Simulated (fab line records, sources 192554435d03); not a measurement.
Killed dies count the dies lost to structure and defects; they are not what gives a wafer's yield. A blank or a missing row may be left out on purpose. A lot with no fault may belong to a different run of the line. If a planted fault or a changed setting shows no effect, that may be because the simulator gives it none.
Chamber matching    flow n5_finfet    4 sister chambers for N5_FIN_SAQP_STRIP_77 on rie_diel-02
The step strips in N2/H2, time 90 s. 8 wafers are shown with their chamber, then 8 later ones without.

WAFERS PAIRED WITH THEIR CHAMBERS
wafer   chamber  showerhead_plenum_p_Torr (Torr)  oes_product_au (a.u.)
L081.2  0        3.24                             0.74
L085.6  3        3.26                             0.80
L086.3  2        3.57                             0.84
L086.6  0        3.24                             0.73
L087.2  2        3.56                             0.83
L087.4  1        3.52                             0.76
L087.6  1        3.52                             0.76
L089.1  3        3.26                             0.79

WAFERS WHOSE CHAMBER IS MISSING
wafer   showerhead_plenum_p_Torr (Torr)  oes_product_au (a.u.)
L089.2  3.51                             0.75
L089.3  3.24                             0.72
L091.1  3.26                             0.79
L091.2  3.23                             0.72
L091.3  3.51                             0.75
L095.4  3.56                             0.81
L095.5  3.25                             0.78
L095.6  3.51                             0.74

EACH ONE'S CHAMBER
wafer   from the rows above  in truth
L089.2  1                    1
L089.3  0                    0
L091.1  3                    3
L091.2  0                    0
L091.3  1                    1
L095.4  2                    2
L095.5  3                    3
L095.6  1                    1
8 of 8 placed correctly. From these rows, 0 cannot be placed. Number placed wrongly: 0.
How it was worked out, from the rows above alone: a wafer's distance from a chamber is the root of the sum, over the readings, of the square of ((its reading less the chamber's mean) divided by the reading's scatter). If the next closest chamber is less than 2 further off than the closest, the wafer can't be placed; otherwise it belongs to the closest. For every chamber, the mean is computed from those of its wafers that are shown. The scatter: the root of (the sum of the squares of (reading less its chamber's mean) over the shown wafers, divided by (wafers less chambers)).
